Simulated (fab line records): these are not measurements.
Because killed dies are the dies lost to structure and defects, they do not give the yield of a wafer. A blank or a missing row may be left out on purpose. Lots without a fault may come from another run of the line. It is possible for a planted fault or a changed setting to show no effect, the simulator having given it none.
The tool behind it: which one? | flow n5_finfet | Sampling: 24 lots, 72 wafers, 2 of 1938 route steps

WHAT THE GAUGES SHOWED, per wafer
N5_BEOL_M4_INSPECT_59: inspects for defects (darkfield). Usual: raw_defect_count 70, standard deviation 21.
lot  | measured     | on                | raw_defect_count | flag
L074 | day 7 19:19  | defect_inspect-01 | 61 34 50         |
L075 | day 8 01:44  | defect_inspect-02 | 66 63 50         |
L076 | day 8 11:32  | defect_inspect-02 | 66 83 71         |
L077 | day 8 20:24  | defect_inspect-01 | 99 41 63         |
L078 | day 8 20:33  | defect_inspect-02 | 80 107 68        |
L079 | day 8 23:46  | defect_inspect-02 | 59 64 49         |
L080 | day 9 23:15  | defect_inspect-02 | 78 103 77        |
L081 | day 10 05:38 | defect_inspect-01 | 59 76 69         |
L083 | day 10 09:23 | defect_inspect-02 | 40 73 96         |
L082 | day 10 21:02 | defect_inspect-02 | 59 43 65         |
L084 | day 11 11:23 | defect_inspect-02 | 86 108 56        |
L085 | day 11 12:02 | defect_inspect-01 | 69 51 69         |
L086 | day 11 13:13 | defect_inspect-01 | 74 71 68         |
L087 | day 11 17:01 | defect_inspect-01 | 77 100 116       |
L089 | day 11 18:02 | defect_inspect-01 | 45 66 43         |
L088 | day 11 18:53 | defect_inspect-01 | 59 80 67         |
L090 | day 11 22:39 | defect_inspect-01 | 105 107 86       |
L091 | day 12 19:20 | defect_inspect-02 | 90 72 82         |
L092 | day 12 20:10 | defect_inspect-02 | 89 69 90         |
L093 | day 12 23:49 | defect_inspect-02 | 59 34 63         |
L094 | day 13 22:19 | defect_inspect-02 | 57 59 65         |
L095 | day 13 22:24 | defect_inspect-02 | 59 37 66         |
L096 | day 13 23:56 | defect_inspect-02 | 99 53 57         |
L097 | day 14 05:06 | defect_inspect-02 | 46 63 52         |

N5_BEOL_M5_OVL_MEAS_12. Usual: for M5_OVL the level is 0.1 nm and the standard deviation is 0.81.
lot  | measured     | on         | M5_OVL (nm)    | flag
L074 | day 7 21:37  | overlay-01 | -2.2 -0.6 0.2  |
L075 | day 8 04:14  | overlay-01 | -0.2 -1.2 -1.1 |
L076 | day 8 15:43  | overlay-02 | 0.4 0.9 0.3    |
L077 | day 8 23:26  | overlay-01 | 1.0 0.0 -0.2   |
L078 | day 8 23:31  | overlay-02 | 0.1 0.2 1.1    |
L079 | day 9 02:36  | overlay-01 | 0.6 -0.7 0.0   |
L080 | day 10 01:45 | overlay-01 | 0.7 0.4 1.4    |
L081 | day 10 08:51 | overlay-02 | -0.4 -0.3 -1.2 |
L083 | day 10 12:27 | overlay-02 | 1.4 0.8 1.9    |
L082 | day 11 00:10 | overlay-01 | -1.4 -0.3 -1.1 |
L084 | day 11 14:49 | overlay-01 | 0.5 0.4 -0.4   |
L085 | day 11 15:02 | overlay-02 | -0.3 -0.2 -0.6 |
L086 | day 11 17:46 | overlay-01 | -0.3 -0.4 -0.1 |
L087 | day 11 23:35 | overlay-01 | -0.2 0.7 0.3   |
L089 | day 11 23:49 | overlay-02 | 1.0 0.4 0.0    |
L088 | day 12 00:24 | overlay-02 | 1.2 0.5 0.8    |
L090 | day 12 01:13 | overlay-01 | 0.2 0.3 0.0    |
L091 | day 12 23:20 | overlay-02 | -0.3 -1.4 0.2  |
L092 | day 12 23:31 | overlay-02 | 1.3 -0.1 1.0   |
L093 | day 13 02:40 | overlay-02 | 1.6 0.4 0.7    |
L094 | day 14 01:45 | overlay-01 | 1.0 0.1 0.5    |
L095 | day 14 01:57 | overlay-02 | 0.1 -0.4 -0.4  |
L096 | day 14 02:14 | overlay-01 | 0.3 -0.3 0.3   |
L097 | day 14 12:11 | overlay-02 | 0.5 0.4 -0.3   |

WHAT TOOL EACH LOT RAN ON (gives the tool, then ch and the chambers of the sampled wafers, and finally the start)
The record shows no process step preceding these readings.

WHAT THE TOOLS THEMSELVES READ (means of the sampled wafers that have a number; where no wafer has one, the mark that the record gives instead)
The record holds no such reading with a usual standard deviation.

THE ANSWER, worked out from the rows above alone
Rule: take the mean of a lot's wafers that have a number; if it is more than 3 standard deviations from the usual mean, the lot is off. A lot without any number at a reading at which 4 lots or more have one is off too. All remaining lots with rows at the step are treated as sound. Order of review: gauges by route order, followed by the tools' own readings, for which a lot's mean as printed above is used. At the first step where some lot is off, the reading lying furthest off is the one used; lots without a number count as furthest.
Across all readings shown, no lot is off: no conclusion can be drawn from this.

WHAT THE SIMULATOR HAD INSERTED
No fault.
